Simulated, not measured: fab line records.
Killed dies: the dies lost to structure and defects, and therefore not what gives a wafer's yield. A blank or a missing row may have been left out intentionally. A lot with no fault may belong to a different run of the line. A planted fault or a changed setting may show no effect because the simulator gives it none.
Split-lot trial | flow n5Finfet | 21 wafers read from 7 lots, route of 1938 steps

THE SPLIT ITSELF
At N5_BEOL_M6_HM_DEP_02 (deposits TiN, target thk 20 nm), the setting targetThkA was moved away from the recipe's 200 angstrom on 6 of the 21 wafers read, by -3.5% to +10.7%. All remaining wafers had this setting at the recipe value.

FROM THE SPLIT TO THE READING: what the file shows between them, 8 steps
- N5_BEOL_M6_COAT_59: time 60 s, resist thk 100 nm
- N5_BEOL_M6_COAT_60: time 60 s, resist thk 35 nm
- N5_BEOL_M6_STRIP_68: strips in N2/H2
- N5_BEOL_M6_STRIP_67: strips in CF4
- N5_BEOL_M6_HM_OPEN_17: chemistry Cl2/BCl3, target TiN, target depth 20 nm, overetch 6 nm
- N5_BEOL_M6_STRIP_19: strips in O2
- N5_BEOL_M6_STRIP_76: strips in C4F6/O2
- N5_BEOL_M6_STRIP_36: strips in N2/H2

THE READING
TiN_of_BEOL_M6_HM_DEP_02.thkNm (the simulator's own value, which no gauge read), in nm, at N5_BEOL_M6_TRENCH_ETCH_37 (etches SiCOH lowk in C4F6/O2, target depth 94.435 nm, time 31.5 s). There is no usual value for it anywhere in the file. Average 17.3 nm, standard deviation 0.23 nm, over the 15 wafers here run with the recipe.

wafer  | tool, chamber at the split | targetThkA as run, angstrom | against the recipe | TiN_of_BEOL_M6_HM_DEP_02.thkNm, nm | against lot-mates on the recipe
L075.1 | pvdSputter-02, -           | 200                         | recipe             | 17                                 | -
L075.2 | pvdSputter-02, -           | 200                         | recipe             | 17.2                               | -
L075.3 | pvdSputter-02, -           | 200                         | recipe             | 17.2                               | -
L076.1 | pvdSputter-02, -           | 200                         | recipe             | 17.2                               | -
L076.4 | pvdSputter-02, -           | 200                         | recipe             | 17.2                               | -
L076.5 | pvdSputter-02, -           | 200                         | recipe             | 17.4                               | -
L085.1 | pvdSputter-01, -           | 215.1                       | +7.5%              | 18.8                               | +1.6
L085.3 | pvdSputter-01, -           | 215.1                       | +7.5%              | 18.8                               | +1.6
L085.6 | pvdSputter-01, -           | 200                         | recipe             | 17.2                               | -
L087.1 | pvdSputter-01, -           | 221.5                       | +10.7%             | 19.2                               | +1.8
L087.2 | pvdSputter-01, -           | 200                         | recipe             | 17.4                               | -
L087.3 | pvdSputter-01, -           | 221.5                       | +10.7%             | 19.4                               | +2.0
L089.4 | pvdSputter-01, -           | 200                         | recipe             | 17.8                               | -
L089.5 | pvdSputter-01, -           | 200                         | recipe             | 17.6                               | -
L089.6 | pvdSputter-01, -           | 200                         | recipe             | 17.6                               | -
L090.1 | pvdSputter-01, -           | 200                         | recipe             | 17.6                               | -
L090.2 | pvdSputter-01, -           | 192.9                       | -3.5%              | 16.6                               | -1.0
L090.5 | pvdSputter-01, -           | 192.9                       | -3.5%              | 16.6                               | -1.0
L091.3 | pvdSputter-01, -           | 200                         | recipe             | 17.2                               | -
L091.4 | pvdSputter-01, -           | 200                         | recipe             | 17.4                               | -
L091.5 | pvdSputter-01, -           | 200                         | recipe             | 17                                 | -

FIT RESULTS
A straight line over all 21 wafers: TiN_of_BEOL_M6_HM_DEP_02.thkNm changes by +0.189 nm for each +1% of targetThkA; r = +0.97; the points scatter about the line by 0.21 nm.
The same after taking each lot's own level away (the mean of its wafers on the recipe; 21 wafers): +0.198 nm for each +1%; r = +0.98; scatter 0.15 nm.
Per that fit: largest targetThkA move, reading shift of 2.1 nm.
The lots' own levels span 17.13 to 17.67 nm, that is 2.3 times the standard deviation above.
So the lot-to-lot level changes the slope little: the two slopes agree.
Check: +2.22 nm against its lot-mates is what the line predicts for one of the wafers moved furthest among these (+10.7%) when that wafer is left out of the fit. It came out at +1.8 nm against them.

THESE WAFERS: OTHER SPLITS
Other splits were also applied to these wafers ahead of the reading. Each is held against what the fit with the lots' levels taken away leaves over:
other split on the same wafers | wafers away from the commonest value | r with TiN_of_BEOL_M6_HM_DEP_02.thkNm (lot level and that fit taken away)
N5_BEOL_M2_EXPOSE_25 doseMj    | 2                                    | -0.31
N5_BEOL_M3_DESCUM_33 timeS     | 9                                    | +0.25
N5_BEOL_M3_VIA_ETCH_34 biasW   | 6                                    | +0.12
N5_BEOL_M5_COAT_66 spinRpm     | 7                                    | +0.17
N5_BEOL_M5_COAT_74 tempC       | 8                                    | -0.03

THE WHOLE CHAIN: every reading that the file lists as answering this split, in the file's order
step                      | what it does                                                      | reading                                                                         | change (the file's fit)               | r (the file's)
N5_BEOL_M6_HM_DEP_02      | deposits TiN, target thk 20 nm                                    | TiN_of_BEOL_M6_HM_DEP_02.thkNm (the simulator's own value, which no gauge read) | +0.194 nm for each +1% of the setting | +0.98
N5_BEOL_M6_HM_OPEN_17     | chemistry Cl2/BCl3, target TiN, target depth 20 nm, overetch 6 nm | etch.depthNm (the simulator's own value, which no gauge read)                   | +0.194 nm for each +1% of the setting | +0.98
N5_BEOL_M6_TRENCH_ETCH_37 | etches SiCOH lowk in C4F6/O2, target depth 94.435 nm, time 31.5 s | TiN_of_BEOL_M6_HM_DEP_02.thkNm (the simulator's own value, which no gauge read) | +0.195 nm for each +1% of the setting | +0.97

FILE'S OWN FIT
TiN_of_BEOL_M6_HM_DEP_02.thkNm changes by +0.195 nm for each +1% of targetThkA, r = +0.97.
